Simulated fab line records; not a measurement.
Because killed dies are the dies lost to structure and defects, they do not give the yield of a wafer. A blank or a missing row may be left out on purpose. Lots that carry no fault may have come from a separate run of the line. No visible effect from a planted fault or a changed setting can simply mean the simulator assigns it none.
fab line records ; flow n5Finfet
[record] lots = 7; wafers = 39
route steps=1938 shown BEOL_M2@841 BEOL_M3@931 BEOL_M6@1230 BEOL_M9@1443 BEOL_M12@1656 MIM_BOT@1833
startH: hours from the record's opening day to when the first of the lot's shown wafers began ; waitH: hours from the lot's prior step to this one ; " the same as in the row above ; L1.1+2: a single row standing in for several wafers ; - value missing, or start not given ; * or withheld: withheld ; < > ~ a bound
route shown NAME@n: a module of which the file shows steps, and the number in the route of the first ; usual: average and standard deviation across the fault-free wafers ; same: alike in all rows ; chamber/n: place in a boat ; sites: readings site by site ; _std_site: standard deviation across them ; _edge_site: inner sites' mean taken away from outer sites' mean ; radiusMm: for every site, how far away it sits from the centre of the wafer ; mask NAME#n: copy n ; behind: the last tool/chamber to shape the wafer ; hold: why the lot was held/for how many hours/how that ended ; device: the transistor (n, p or np) that didn't switch ; end of line: tests run on the same wafers once the route is complete ; a step given without rows: its recipe and nothing more ; killed: the dies lost at the first sort to structure and to defects; this is not the yield of the wafer ; map: a wafer's dies, marking killed ones x, the rest . and places with no die _
set.NAME: the setting the step ran with; set.NAME@STEP: the setting that earlier step ran with ; model.NAME: the simulator's own value behind a step, which no gauge read
lots with deliberately changed settings; one table per step, one row per wafer
[[steps]]
[step N5_BEOL_M2_ILD_DEP_00]
[recipe] material = SiOC; targetThkA = 790; tempC = 350; precursor = DEMS/O2; pressureTorr = 5; rfW = 500; timeS = 15.3
lot.wafer;tool;chamber;startH;waitH;set.targetThkA;model.SiOC_of_BEOL_M2_ILD_DEP_00.thkNm
L076.1;pecvd-02;0;146.56;0.0;790;77.2
L076.2+4+5;pecvd-02;2,2,1;146.56;0.0;346;34.4
L076.3+6;pecvd-02;1,0;146.56;0.0;790;77.6
L079.1;pecvd-01;2;156.03;0.0;1137;111.8
L079.2;pecvd-01;0;156.03;0.0;790;78.4
L079.3;pecvd-01;1;156.03;0.0;1137;112
L079.4;pecvd-01;1;156.03;0.0;790;79
L079.5;pecvd-01;0;156.03;0.0;790;79.6
L079.6;pecvd-01;2;156.03;0.0;1137;113.2
L080.1;pecvd-02;1;166.04;0.0;790;80.4
L080.2;pecvd-02;2;166.04;0.0;790;78.8
L080.3;pecvd-02;0;166.04;0.0;790;78.2
L080.4;pecvd-02;1;166.04;0.0;455.5;47.2
L080.5;pecvd-02;2;166.04;0.0;455.5;46.6
L080.6;pecvd-02;0;166.04;0.0;455.5;45.4
L082.1;pecvd-02;1;179.26;0.0;790;77.4
L082.2;pecvd-02;2;179.26;0.0;452.3;44.6
L082.3;pecvd-02;0;179.26;0.0;452.3;42
L082.4;pecvd-02;0;179.26;0.0;452.3;43.4
L082.5;pecvd-02;2;179.26;0.0;790;79.2
L082.6;pecvd-02;1;179.26;0.0;790;79
L084.1;pecvd-01;1;188.83;0.0;790;78.8
L084.5+6;pecvd-01;2,1;188.83;0.0;790;79.6
L086.1;pecvd-03;0;204.44;0.0;790;77.8
L086.2;pecvd-03;1;204.44;0.0;1141;113.8
L086.3;pecvd-03;0;204.44;0.0;790;79.6
L086.4;pecvd-03;1;204.44;0.0;790;80.4
L086.5;pecvd-03;1;204.44;0.0;1141;114
L086.6;pecvd-03;0;204.44;0.0;1141;114.4
L092.1;pecvd-02;0;238.52;0.0;790;78.4
L092.2;pecvd-02;1;238.52;0.0;790;79.6
L092.3;pecvd-02;2;238.52;0.0;790;79.8
L092.4;pecvd-02;0;238.52;0.0;790;79.2
L092.5;pecvd-02;2;238.52;0.0;790;80.8
L092.6;pecvd-02;1;238.52;0.0;790;80.6
[step N5_BEOL_M2_THK_MEAS_01]
[recipe] reads = SiOC_of_BEOL_M2_ILD_DEP_00
[usual] M2_ILD_THK = 78.9/1
lot.wafer;tool;chamber;startH;waitH;set.targetThkA@BEOL_M2_ILD_DEP_00;M2_ILD_THK[nm]
L076.1;filmMetro-02;-;146.63;0.0;790;77.3
L076.2;filmMetro-02;-;146.63;0.0;346;34.3
L076.3;filmMetro-02;-;146.63;0.0;790;77.7
L076.4;filmMetro-02;-;146.63;0.0;346;34.4
L076.5;filmMetro-02;-;146.63;0.0;346;34.3
L076.6;filmMetro-02;-;146.63;0.0;790;77.6
L079.1;filmMetro-02;-;156.10;0.0;1137;111.8
L079.2;filmMetro-02;-;156.10;0.0;790;78.4
L079.3;filmMetro-02;-;156.10;0.0;1137;111.9
L079.4;filmMetro-02;-;156.10;0.0;790;78.9
L079.5;filmMetro-02;-;156.10;0.0;790;79.6
L079.6;filmMetro-02;-;156.10;0.0;1137;113.1
L080.1;filmMetro-02;-;166.10;0.0;790;80.4
L080.2;filmMetro-02;-;166.10;0.0;790;78.8
L080.3;filmMetro-02;-;166.10;0.0;790;78.3
L080.4;filmMetro-02;-;166.10;0.0;455.5;47.2
L080.5;filmMetro-02;-;166.10;0.0;455.5;46.6
L080.6;filmMetro-02;-;166.10;0.0;455.5;45.5
L082.1;filmMetro-02;-;179.33;0.0;790;77.4
L082.2;filmMetro-02;-;179.33;0.0;452.3;44.5
L082.3;filmMetro-02;-;179.33;0.0;452.3;42.0
L082.4;filmMetro-02;-;179.33;0.0;452.3;43.3
L082.5;filmMetro-02;-;179.33;0.0;790;79.1
L082.6;filmMetro-02;-;179.33;0.0;790;79.0
L084.1;filmMetro-02;-;188.90;0.0;790;78.9
L084.5;filmMetro-02;-;188.90;0.0;790;79.5
L084.6;filmMetro-02;-;188.90;0.0;790;79.6
L086.1;filmMetro-02;-;204.53;0.1;790;77.7
L086.2;filmMetro-02;-;204.53;0.1;1141;113.8
L086.3;filmMetro-02;-;204.53;0.1;790;79.5
L086.4;filmMetro-02;-;204.53;0.1;790;80.4
L086.5;filmMetro-02;-;204.53;0.1;1141;114.0
L086.6;filmMetro-02;-;204.53;0.1;1141;114.4
L092.1;filmMetro-02;-;238.59;0.0;790;78.5
L092.2;filmMetro-02;-;238.59;0.0;790;79.7
L092.3;filmMetro-02;-;238.59;0.0;790;79.7
L092.4;filmMetro-02;-;238.59;0.0;790;79.2
L092.5;filmMetro-02;-;238.59;0.0;790;80.7
L092.6;filmMetro-02;-;238.59;0.0;790;80.7
[step N5_BEOL_M3_ILD_DEP_00]
[recipe] material = SiOC; targetThkA = 790; tempC = 350; precursor = DEMS/O2; pressureTorr = 5; rfW = 500; timeS = 15.3
lot.wafer;tool;chamber;startH;waitH;set.timeS;model.SiOC_of_BEOL_M3_ILD_DEP_00.thkNm
L076.1;pecvd-04;2;156.36;0.0;15.3;79.2
L076.2;pecvd-04;1;156.36;0.0;19.11;97.8
L076.3;pecvd-04;0;156.36;0.0;19.11;97.2
L076.4;pecvd-04;2;156.36;0.0;15.3;80.2
L076.5;pecvd-04;0;156.36;0.0;19.11;99.8
L076.6;pecvd-04;1;156.36;0.0;15.3;80.4
L079.1;pecvd-04;2;164.88;0.0;8.325;42
L079.2;pecvd-04;0;164.88;0.0;8.325;41.6
L079.3;pecvd-04;1;164.88;0.0;15.3;79.2
L079.4;pecvd-04;1;164.88;0.0;15.3;80.4
L079.5;pecvd-04;2;164.88;0.0;8.325;41.8
L079.6;pecvd-04;0;164.88;0.0;15.3;78.4
L080.1;pecvd-01;1;174.84;0.0;11.23;57.6
L080.2;pecvd-01;0;174.84;0.0;11.23;57.2
L080.3;pecvd-01;2;174.84;0.0;15.3;78.2
L080.4;pecvd-01;0;174.84;0.0;15.3;80.6
L080.5;pecvd-01;2;174.84;0.0;15.3;78.6
L080.6;pecvd-01;1;174.84;0.0;11.23;59.4
L082.1;pecvd-01;1;192.43;0.0;19.03;97
L082.2+5;pecvd-01;0,2;192.43;0.0;15.3;78.2
L082.3;pecvd-01;2;192.43;0.0;19.03;95.8
L082.4;pecvd-01;0;192.43;0.0;19.03;99
L082.6;pecvd-01;1;192.43;0.0;15.3;79.4
L084.1;pecvd-01;1;195.65;0.0;15.3;78.2
L084.5;pecvd-01;1;195.65;0.0;15.3;79.8
L084.6;pecvd-01;0;195.65;0.0;15.3;78.4
L086.1;pecvd-04;2;217.05;0.0;15.3;78.2
L086.2;pecvd-04;0;217.05;0.0;15.3;77.2
L086.3;pecvd-04;1;217.05;0.0;15.3;78.6
L086.4;pecvd-04;1;217.05;0.0;15.3;79.8
L086.5;pecvd-04;0;217.05;0.0;15.3;79.4
L086.6;pecvd-04;2;217.05;0.0;15.3;78.8
L092.1;pecvd-01;1;250.57;0.0;17.86;90.4
L092.2;pecvd-01;0;250.57;0.0;17.86;92.2
L092.3;pecvd-01;2;250.57;0.0;15.3;78.6
L092.4;pecvd-01;1;250.57;0.0;15.3;79.2
L092.5;pecvd-01;0;250.57;0.0;15.3;80
L092.6;pecvd-01;2;250.57;0.0;17.86;92.8
[step N5_BEOL_M3_THK_MEAS_01]
[recipe] reads = SiOC_of_BEOL_M3_ILD_DEP_00
[usual] M3_ILD_THK = 78.8/1
lot.wafer;tool;chamber;startH;waitH;set.timeS@BEOL_M3_ILD_DEP_00;M3_ILD_THK[nm]
L076.1;filmMetro-01;-;156.43;0.0;15.3;79.2
L076.2;filmMetro-01;-;156.43;0.0;19.11;97.8
L076.3;filmMetro-01;-;156.43;0.0;19.11;97.1
L076.4;filmMetro-01;-;156.43;0.0;15.3;80.1
L076.5;filmMetro-01;-;156.43;0.0;19.11;99.9
L076.6;filmMetro-01;-;156.43;0.0;15.3;80.4
L079.1;filmMetro-02;-;164.95;0.0;8.325;42.0
L079.2;filmMetro-02;-;164.95;0.0;8.325;41.7
L079.3;filmMetro-02;-;164.95;0.0;15.3;79.3
L079.4;filmMetro-02;-;164.95;0.0;15.3;80.3
L079.5;filmMetro-02;-;164.95;0.0;8.325;41.8
L079.6;filmMetro-02;-;164.95;0.0;15.3;78.4
L080.1;filmMetro-01;-;174.90;0.0;11.23;57.5
L080.2;filmMetro-01;-;174.90;0.0;11.23;57.3
L080.3;filmMetro-01;-;174.90;0.0;15.3;78.1
L080.4;filmMetro-01;-;174.90;0.0;15.3;80.6
L080.5;filmMetro-01;-;174.90;0.0;15.3;78.6
L080.6;filmMetro-01;-;174.90;0.0;11.23;59.4
L082.1;filmMetro-02;-;192.50;0.0;19.03;97.0
L082.2;filmMetro-02;-;192.50;0.0;15.3;78.3
L082.3;filmMetro-02;-;192.50;0.0;19.03;95.7
L082.4;filmMetro-02;-;192.50;0.0;19.03;99.0
L082.5;filmMetro-02;-;192.50;0.0;15.3;78.2
L082.6;filmMetro-02;-;192.50;0.0;15.3;79.4
L084.1;filmMetro-01;-;195.72;0.0;15.3;78.1
L084.5;filmMetro-01;-;195.72;0.0;15.3;79.8
L084.6;filmMetro-01;-;195.72;0.0;15.3;78.3
L086.1;filmMetro-02;-;217.13;0.1;15.3;78.1
L086.2;filmMetro-02;-;217.13;0.1;15.3;77.1
L086.3;filmMetro-02;-;217.13;0.1;15.3;78.4
L086.4;filmMetro-02;-;217.13;0.1;15.3;79.8
L086.5;filmMetro-02;-;217.13;0.1;15.3;79.4
L086.6;filmMetro-02;-;217.13;0.1;15.3;78.9
L092.1;filmMetro-02;-;250.64;0.0;17.86;90.5
L092.2;filmMetro-02;-;250.64;0.0;17.86;92.1
L092.3;filmMetro-02;-;250.64;0.0;15.3;78.5
L092.4;filmMetro-02;-;250.64;0.0;15.3;79.2
L092.5;filmMetro-02;-;250.64;0.0;15.3;80.1
L092.6;filmMetro-02;-;250.64;0.0;17.86;92.8
[step N5_BEOL_M6_DESCUM_33]
[recipe] chemistry = O2; timeS = 7; sourcePowerW = 50; biasPowerW = 20; pressureMtorr = 20; rfFrequencyHz = 2.712e+07; tempC = 40; resist = CAR-EUV; o2FlowSccm = 225
lot.wafer;tool;chamber;startH;waitH;set.timeS;model.CAR-EUV_of_BEOL_M6_COAT_22.thkNm
L076.1+2+4;rieDiel-05;0,1,2;190.67;0.0;5.919;26.6
L076.3+6;rieDiel-05;3,2;190.67;0.0;7;26
L076.5;rieDiel-05;1;190.67;0.0;7;26.2
L079.1+2+4;rieDiel-05;3,1,1;210.49;0.2;5.023;27
L079.3+5+6;rieDiel-05;0,3,0;210.49;0.2;7;26
L080.1+3;rieDiel-03;2,0;211.88;0.0;7;26.2
L080.2+4+5+6;rieDiel-03;3,1,0,1;211.88;0.0;7;26
L082.1+2+6;rieDiel-04;0,2,2;231.01;0.0;3.203;28
L082.3+4;rieDiel-04;1,3;231.01;0.0;7;26
L082.5;rieDiel-04;3;231.01;0.0;7;26.2
L084.1+5+6;rieDiel-04;0,2,0;234.02;0.0;7;26.2
L086.1+2+3;rieDiel-03;3,0,1;265.41;0.0;3.942;27.4
L086.4+5+6;rieDiel-03;3,1,0;265.41;0.0;7;26
L092.1+2+3+4+6;rieDiel-05;1,0,2,0,1;298.04;0.0;7;26.2
L092.5;rieDiel-05;2;298.04;0.0;7;26
[step N5_BEOL_M9_VIA_ETCH_34]
[recipe] chemistry = C4F6/O2; target = SiCOH_lowk; targetDepthA = 1824; maskMaterial = SOC; taperDeg = 4; timeS = 68.4; ionEnergyEv = 250; pressureMtorr = 30; sourceW = 345; biasW = 185; Ar_flow_sccm = 300; C4F6_flow_sccm = 10; O2_flow_sccm = 10
lot.wafer;tool;chamber;startH;waitH;set.targetDepthA;model.etch.depthNm;model.SOC_of_BEOL_M9_COAT_63.thkNm
L076.1;rieDiel-06;0;210.81;0.0;1824;179.7;51.6
L076.2;rieDiel-06;1;210.81;0.0;1824;180.6;51.4
L076.3;rieDiel-06;3;210.81;0.0;882.6;89.35;56
L076.4;rieDiel-06;2;210.81;0.0;882.6;89.02;55.8
L076.5;rieDiel-06;0;210.81;0.0;1824;180;51.6
L076.6;rieDiel-06;3;210.81;0.0;882.6;90.16;55.8
L079.1;rieDiel-06;1;237.71;0.0;1824;180.6;51.2
L079.2;rieDiel-06;2;237.71;0.0;1824;185;50.8
L079.3;rieDiel-06;0;237.71;0.0;1824;178.8;51.2
L079.4;rieDiel-06;3;237.71;0.0;1824;184.6;50.8
L079.5;rieDiel-06;1;237.71;0.0;1824;182.1;51.2
L079.6;rieDiel-06;0;237.71;0.0;1824;179.4;51.2
L080.1;rieDiel-02;3;241.51;0.0;1824;179.9;51.2
L080.2;rieDiel-02;2;241.51;0.0;1487;150.1;52.8
L080.3;rieDiel-02;1;241.51;0.0;1824;183.4;51
L080.4;rieDiel-02;1;241.51;0.0;1487;150.4;52.6
L080.5;rieDiel-02;2;241.51;0.0;1824;183;51
L080.6;rieDiel-02;3;241.51;0.0;1487;146.6;52.8
L082.1;rieDiel-01;2;263.98;0.0;1824;187.7;51
L082.2;rieDiel-01;0;263.98;0.0;1824;182;51
L082.3;rieDiel-01;1;263.98;0.0;1344;136.9;53.4
L082.4;rieDiel-01;3;263.98;0.0;1824;178.1;51.6
L082.5;rieDiel-01;2;263.98;0.0;1344;138.8;53.2
L082.6;rieDiel-01;1;263.98;0.0;1344;136.3;53.4
L084.1;rieDiel-06;3;264.03;0.0;1824;183.2;51
L084.5;rieDiel-06;2;264.03;0.0;1824;182.2;51
L084.6;rieDiel-06;3;264.03;0.0;1824;182.3;51
L086.1;rieDiel-01;3;295.59;0.0;1824;177.3;51.4
L086.2;rieDiel-01;1;295.59;0.0;1824;183;51.4
L086.3;rieDiel-01;0;295.59;0.0;1824;180.1;51.2
L086.4;rieDiel-01;2;295.59;0.0;1824;185.6;51
L086.5;rieDiel-01;2;295.59;0.0;1824;187.3;51.2
L086.6;rieDiel-01;3;295.59;0.0;1824;179.4;51.4
L092.1;rieDiel-02;1;325.33;0.0;1824;185.8;50.8
L092.2;rieDiel-02;2;325.33;0.0;1824;184;51
L092.3;rieDiel-02;3;325.33;0.0;1824;180.5;51
L092.4;rieDiel-02;0;325.33;0.0;1824;187.9;50.6
L092.5;rieDiel-02;0;325.33;0.0;1824;186.7;50.6
L092.6;rieDiel-02;3;325.33;0.0;1824;180.2;51
[step N5_BEOL_M12_DEP_53]
[recipe] material = SiCN; targetThkA = 300; tempC = withheld; precursor = 3MS/NH3; pressureTorr = 3; rfW = 675; timeS = 10.5
lot.wafer;tool;chamber;startH;waitH;set.targetThkA;model.SiCN_of_BEOL_M12_DEP_53.thkNm
L076.1;pecvd-01;0;235.96;0.0;300;29.4
L076.2+3;pecvd-01;1,2;235.96;0.0;401.6;40
L076.4;pecvd-01;1;235.96;0.0;401.6;40.6
L076.5;pecvd-01;2;235.96;0.0;300;30.2
L076.6;pecvd-01;0;235.96;0.0;300;30
L079.1+2;pecvd-03;0,1;273.38;0.0;300;29.8
L079.3;pecvd-03;2;273.38;0.0;300;29.4
L079.4+5+6;pecvd-03;1,0,2;273.38;0.0;300;30.2
L080.1+2;pecvd-04;0,1;276.19;0.0;368.5;36.6
L080.3;pecvd-04;2;276.19;0.0;300;29.6
L080.4;pecvd-04;1;276.19;0.0;368.5;37.6
L080.5+6;pecvd-04;2,0;276.19;0.0;300;30.4
L084.1+5;pecvd-03;0;292.92;0.0;300;30
L084.6;pecvd-03;2;292.92;0.0;300;29.8
L082.1+3;pecvd-03;0,1;296.79;0.0;300;30.4
L082.2+6;pecvd-03;2;296.79;0.0;300;30
L082.4+5;pecvd-03;1,0;296.79;0.0;300;30.6
L086.1;pecvd-01;1;327.91;0.0;300;30.2
L086.2;pecvd-01;2;327.91;0.0;300;29.4
L086.3;pecvd-01;0;327.91;0.0;132.7;12.8
L086.4;pecvd-01;0;327.91;0.0;300;29.8
L086.5;pecvd-01;1;327.91;0.0;132.7;13.2
L086.6;pecvd-01;2;327.91;0.0;132.7;13.4
L092.1;pecvd-03;2;346.08;0.0;200.2;19
L092.2;pecvd-03;0;346.08;0.0;200.2;19.2
L092.3;pecvd-03;0;346.08;0.0;200.2;19.6
L092.4+6;pecvd-03;2;346.08;0.0;300;29.6
L092.5;pecvd-03;0;346.08;0.0;300;29.8
[step N5_MIM_BOT_SPUTTER_00]
[recipe] material = TiN; targetThkA = 350; tempC = 200; powerW = 3000; chamberPressurePa = 0.49996; gas = Ar; reactivePartialPa = 0.37997; timeS = 89.7
lot.wafer;tool;chamber;startH;waitH;set.timeS;model.TiN_of_MIM_BOT_SPUTTER_00.thkNm
L076.1;pvdSputter-01;-;260.31;0.0;89.7;34.2
L076.2;pvdSputter-01;-;260.31;0.0;46.31;18
L076.3;pvdSputter-01;-;260.31;0.0;46.31;18.6
L076.4;pvdSputter-01;-;260.31;0.0;89.7;35
L076.5;pvdSputter-01;-;260.31;0.0;46.31;17.6
L076.6;pvdSputter-01;-;260.31;0.0;89.7;35.4
L079.1;pvdSputter-01;-;296.10;0.0;89.7;34.8
L079.2;pvdSputter-01;-;296.10;0.0;89.7;34.4
L079.3;pvdSputter-01;-;296.10;0.0;71.05;28
L079.4;pvdSputter-01;-;296.10;0.0;71.05;26.6
L079.5;pvdSputter-01;-;296.10;0.0;71.05;27.2
L079.6;pvdSputter-01;-;296.10;0.0;89.7;33.8
L080.1+6;pvdSputter-03;-;298.81;0.0;89.7;35.2
L080.2;pvdSputter-03;-;298.81;0.0;67.25;25.6
L080.3+4;pvdSputter-03;-;298.81;0.0;67.25;26.2
L080.5;pvdSputter-03;-;298.81;0.0;89.7;34.6
L084.1+6;pvdSputter-01;-;312.57;0.0;89.7;35
L084.5;pvdSputter-01;-;312.57;0.0;89.7;35.4
L082.1;pvdSputter-03;-;316.23;0.0;89.7;34.8
L082.2;pvdSputter-03;-;316.23;0.0;128.8;50.8
L082.3;pvdSputter-03;-;316.23;0.0;128.8;51.2
L082.4;pvdSputter-03;-;316.23;0.0;128.8;51.4
L082.5;pvdSputter-03;-;316.23;0.0;89.7;35.2
L082.6;pvdSputter-03;-;316.23;0.0;89.7;35.8
L086.1;pvdSputter-03;-;351.65;0.0;89.7;36
L086.2+6;pvdSputter-03;-;351.65;0.0;118.5;47.6
L086.3;pvdSputter-03;-;351.65;0.0;89.7;35.4
L086.4;pvdSputter-03;-;351.65;0.0;118.5;47
L086.5;pvdSputter-03;-;351.65;0.0;89.7;35.8
L092.1+3;pvdSputter-01;-;367.90;0.0;89.7;35
L092.2;pvdSputter-01;-;367.90;0.0;117.6;46.2
L092.4;pvdSputter-01;-;367.90;0.0;117.6;45.2
L092.5;pvdSputter-01;-;367.90;0.0;117.6;45.4
L092.6;pvdSputter-01;-;367.90;0.0;89.7;35.4
[[key]]
[split] step = N5_BEOL_M2_ILD_DEP_00; setting = targetThkA; stated = 790; by = wafer
[response] step = N5_BEOL_M2_ILD_DEP_00; reading = model.SiOC_of_BEOL_M2_ILD_DEP_00.thkNm; change = +0.779; per = 1%; r = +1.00
[response] step = N5_BEOL_M2_THK_MEAS_01; reading = M2_ILD_THK; change = +0.78; per = 1%; r = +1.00
[split] step = N5_BEOL_M3_ILD_DEP_00; setting = timeS; stated = 15.3; by = wafer
[response] step = N5_BEOL_M3_ILD_DEP_00; reading = model.SiOC_of_BEOL_M3_ILD_DEP_00.thkNm; change = +0.793; per = 1%; r = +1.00
[response] step = N5_BEOL_M3_THK_MEAS_01; reading = M3_ILD_THK; change = +0.792; per = 1%; r = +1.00
[split] step = N5_BEOL_M6_DESCUM_33; setting = timeS; stated = 7; by = wafer
[response] step = N5_BEOL_M6_DESCUM_33; reading = model.CAR-EUV_of_BEOL_M6_COAT_22.thkNm; change = -0.0344; per = 1%; r = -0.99
[split] step = N5_BEOL_M9_VIA_ETCH_34; setting = targetDepthA; stated = 1824; by = wafer
[response] step = N5_BEOL_M9_VIA_ETCH_34; reading = model.etch.depthNm; change = +1.75; per = 1%; r = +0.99
[response] step = N5_BEOL_M9_VIA_ETCH_34; reading = model.SOC_of_BEOL_M9_COAT_63.thkNm; change = -0.084; per = 1%; r = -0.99
[split] step = N5_BEOL_M12_DEP_53; setting = targetThkA; stated = 300; by = wafer
[response] step = N5_BEOL_M12_DEP_53; reading = model.SiCN_of_BEOL_M12_DEP_53.thkNm; change = +0.303; per = 1%; r = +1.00
[split] step = N5_MIM_BOT_SPUTTER_00; setting = timeS; stated = 89.7; by = wafer
[response] step = N5_MIM_BOT_SPUTTER_00; reading = model.TiN_of_MIM_BOT_SPUTTER_00.thkNm; change = +0.353; per = 1%; r = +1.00
